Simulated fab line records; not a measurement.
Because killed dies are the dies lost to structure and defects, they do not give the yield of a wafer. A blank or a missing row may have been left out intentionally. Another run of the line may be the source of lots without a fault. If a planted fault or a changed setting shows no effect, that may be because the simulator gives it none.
Matching of chambers :: flow n5-finfet :: N5_BEOL_M7_STRIP_67 on rie-diel-01 has 4 sister chambers
The step strips in CF4. 16 wafers are shown with their chamber, then 8 later ones without.

== WAFERS, EACH WITH ITS CHAMBER ==
wafer: L078.2
chamber: 2
drypump-motor-current-A (A): 6.3
showerhead-plenum-p-Torr (Torr): 1.79
throttle-valve-pct (%): 13.51

wafer: L078.3
chamber: 3
drypump-motor-current-A (A): 5.7
showerhead-plenum-p-Torr (Torr): 1.78
throttle-valve-pct (%): 13.76

wafer: L078.4
chamber: 1
drypump-motor-current-A (A): 4.7
showerhead-plenum-p-Torr (Torr): 1.85
throttle-valve-pct (%): 13.85

wafer: L080.2
chamber: 0
drypump-motor-current-A (A): 5.4
showerhead-plenum-p-Torr (Torr): 1.67
throttle-valve-pct (%): 13.40

wafer: L080.3
chamber: 3
drypump-motor-current-A (A): 5.8
showerhead-plenum-p-Torr (Torr): 1.78
throttle-valve-pct (%): 13.78

wafer: L080.4
chamber: 2
drypump-motor-current-A (A): 6.3
showerhead-plenum-p-Torr (Torr): 1.78
throttle-valve-pct (%): 13.51

wafer: L081.3
chamber: 1
drypump-motor-current-A (A): 4.7
showerhead-plenum-p-Torr (Torr): 1.85
throttle-valve-pct (%): 13.87

wafer: L081.4
chamber: 3
drypump-motor-current-A (A): 5.7
showerhead-plenum-p-Torr (Torr): 1.78
throttle-valve-pct (%): 13.78

wafer: L081.6
chamber: 3
drypump-motor-current-A (A): 5.7
showerhead-plenum-p-Torr (Torr): 1.78
throttle-valve-pct (%): 13.79

wafer: L082.1
chamber: 0
drypump-motor-current-A (A): 5.4
showerhead-plenum-p-Torr (Torr): 1.67
throttle-valve-pct (%): 13.44

wafer: L082.5
chamber: 0
drypump-motor-current-A (A): 5.4
showerhead-plenum-p-Torr (Torr): 1.67
throttle-valve-pct (%): 13.40

wafer: L082.6
chamber: 1
drypump-motor-current-A (A): 4.7
showerhead-plenum-p-Torr (Torr): 1.85
throttle-valve-pct (%): 13.88

wafer: L086.1
chamber: 2
drypump-motor-current-A (A): 6.3
showerhead-plenum-p-Torr (Torr): 1.78
throttle-valve-pct (%): 13.57

wafer: L086.5
chamber: 2
drypump-motor-current-A (A): 6.3
showerhead-plenum-p-Torr (Torr): 1.78
throttle-valve-pct (%): 13.55

wafer: L086.6
chamber: 3
drypump-motor-current-A (A): 5.8
showerhead-plenum-p-Torr (Torr): 1.78
throttle-valve-pct (%): 13.21

wafer: L085.2
chamber: 1
drypump-motor-current-A (A): 4.7
showerhead-plenum-p-Torr (Torr): 1.84
throttle-valve-pct (%): 13.91

SIGNATURES, as means of the wafers listed above
reading: drypump-motor-current-A
chamber 0: 5.400
chamber 1: 4.700
chamber 2: 6.300
chamber 3: 5.740
scatter within a chamber: 0.0316

reading: showerhead-plenum-p-Torr
chamber 0: 1.6700
chamber 1: 1.8475
chamber 2: 1.7825
chamber 3: 1.7800
scatter within a chamber: 0.00354

reading: throttle-valve-pct
chamber 0: 13.4133
chamber 1: 13.8775
chamber 2: 13.5350
chamber 3: 13.6640
scatter within a chamber: 0.148
Rule: distance of a wafer from a chamber = root of the sum over the readings of ((wafer's reading minus chamber's mean) / reading's scatter) squared. If the next closest chamber is less than 2 further off than the closest, the wafer can't be placed; otherwise it belongs to the closest. How the scatter is found: for the shown wafers, subtract from each reading the mean of its chamber, square and add these, divide the total by (wafers less chambers), then take the root.

== WAFERS MISSING THEIR CHAMBER ==
wafer: L085.3
drypump-motor-current-A (A): 6.3
showerhead-plenum-p-Torr (Torr): 1.78
throttle-valve-pct (%): 13.54

wafer: L085.4
drypump-motor-current-A (A): 5.4
showerhead-plenum-p-Torr (Torr): 1.66
throttle-valve-pct (%): 13.45

wafer: L093.1
drypump-motor-current-A (A): 5.4
showerhead-plenum-p-Torr (Torr): 1.66
throttle-valve-pct (%): 13.45

wafer: L093.2
drypump-motor-current-A (A): 6.3
showerhead-plenum-p-Torr (Torr): 1.78
throttle-valve-pct (%): 13.56

wafer: L093.5
drypump-motor-current-A (A): 4.7
showerhead-plenum-p-Torr (Torr): 1.84
throttle-valve-pct (%): 13.91

wafer: L092.2
drypump-motor-current-A (A): 5.4
showerhead-plenum-p-Torr (Torr): 1.66
throttle-valve-pct (%): 13.45

wafer: L092.4
drypump-motor-current-A (A): 4.7
showerhead-plenum-p-Torr (Torr): 1.84
throttle-valve-pct (%): 13.92

wafer: L092.6
drypump-motor-current-A (A): 5.8
showerhead-plenum-p-Torr (Torr): 1.77
throttle-valve-pct (%): 13.22

== WHICH CHAMBER EACH ONE RAN IN ==
wafer: L085.3
from the rows above: 2
in truth: 2

wafer: L085.4
from the rows above: 0
in truth: 0

wafer: L093.1
from the rows above: 0
in truth: 0

wafer: L093.2
from the rows above: 2
in truth: 2

wafer: L093.5
from the rows above: 1
in truth: 1

wafer: L092.2
from the rows above: 0
in truth: 0

wafer: L092.4
from the rows above: 1
in truth: 1

wafer: L092.6
from the rows above: 3
in truth: 3
Correct placement for 8 of the 8. From these rows, 0 cannot be placed. Wrongly placed: 0.
